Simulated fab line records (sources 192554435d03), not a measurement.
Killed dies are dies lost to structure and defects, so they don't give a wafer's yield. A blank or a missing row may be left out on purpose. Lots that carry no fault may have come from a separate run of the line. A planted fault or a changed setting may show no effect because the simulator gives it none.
Problem report, 8D (eight disciplines) form, completed by code ; flow n5Finfet ; the parts of the form that need people (team, actions taken, sign-off) are left out

## 1. WHAT IS WRONG
A mean of 487 is read at N5_BEOL_M7_INSPECT_58 for rawDefectCount, taken on 1 wafer of 1 lot, against 72 (standard deviation 24) on wafers free of any fault. That puts it +17 standard deviations away from the usual mean.
The step: inspects for defects (darkfield).
The first sign was on wafer L624.4 at day 13 17:41, on defectInspect-01. Wafers with a number at this step in the record: 9, from 3 lots. By rule, "out" or "out of limits" means more than 4 standard deviations away from the usual mean. The other wafers with a number count as sound.

## 2. WHAT THIS IS AND IS NOT
question;is;is not
which readings at this step;rawDefectCount;-
which lots;L624;L620, L631
which wafers of those lots;L624.4;L624.1, L624.3
read on which gauges;defectInspect-01;defectInspect-02
when;from day 13 17:41;"up to then (5 sound wafers); but 3 sound wafers of L631 came after"

## 3. SUSPECTS, AND WHAT RULES EACH OUT
Counting: if a tool at a process step up to the reading ran every lot that is out, it stays a suspect. Sound lots after the first of them don't rule it out here, since some wafers of a struck lot are sound.
- the gauge at N5_BEOL_M7_INSPECT_58: ruled out. All the wafers that are out were read on defectInspect-01, but those of them that N5_BEOL_M8_INSPECT_13 has rows for are out there too, on other tools.
- pecvd-01 at N5_BEOL_M7_PRE_CLEAN_55 (time 15 s): kept. It processed L624, the lot that is out, at day 13 17:34, and its most recent sound lot before then was L620 at day 12 05:04.
- In pecvd-01 at N5_BEOL_M7_PRE_CLEAN_55, the wafers that are out were processed in chamber 0 and their sound lot-mates in chambers 1, 2.
After counting, what remains is pecvd-01 at N5_BEOL_M7_PRE_CLEAN_55.

## 4. THE CAUSE (what the simulator had put in)
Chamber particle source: pecvd-01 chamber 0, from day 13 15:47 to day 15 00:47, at N5_BEOL_M7_PRE_CLEAN_55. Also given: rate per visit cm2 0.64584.
After counting, this tool was the only one left.

## 5. THE CHAIN OF EFFECTS, in route order
Rows list readings where the struck wafers' mean (over those with a number) sits beyond 3 standard deviations from the usual. Readings are gone through only where the record gives a usual standard deviation; hours: the median, over the lots, of the time from a lot's start at the first step in this table giving one to that lot's start at this step; sigmas: the change measured in usual standard deviations.
hours;step;reading;usual;on struck wafers;change;sigmas
0;N5_BEOL_M7_INSPECT_58;rawDefectCount;72;487;+415;+17
4;N5_BEOL_M8_INSPECT_13;rawDefectCount;400;906;+506;+5.1
6;N5_BEOL_M8_INSPECT_30;rawDefectCount;403;916;+513;+4.7
75;N5_PASSIVATION_PROBE_49;defectLimitedYield;91.2 %;80.3;-10.9;-7.3
75;N5_PASSIVATION_PROBE_49;killed_at_M4_up;13;128;+115;+19
75;N5_PASSIVATION_PROBE_49;killedDies;104;233;+129;+7.6
75;N5_PASSIVATION_PROBE_49;sort_bin_5_function;5.1 %;11.0;+5.9;+6.5
75;N5_PASSIVATION_PROBE_49;sort_bin_6_memory;3.2 %;6.2;+3.0;+4.5
75;N5_PASSIVATION_PROBE_49;sortNPass;1076;947;-129;-7.6
75;N5_PASSIVATION_PROBE_49;sortYieldPct;91.2 %;80.3;-10.9;-7.3
It contains these process steps:
- N5_PASSIVATION_PROBE_49

## 6. WHAT WOULD HAVE CAUGHT IT SOONER
Counted from the fault's start at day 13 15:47, it took 2 hours until the first out-of-limits reading at a measuring or inspecting step in this record, taken at day 13 17:41.
By day 13 17:41, every lot that is out (1) had started N5_BEOL_M7_PRE_CLEAN_55 on pecvd-01. None of them would have been spared by holding the tool at that moment.
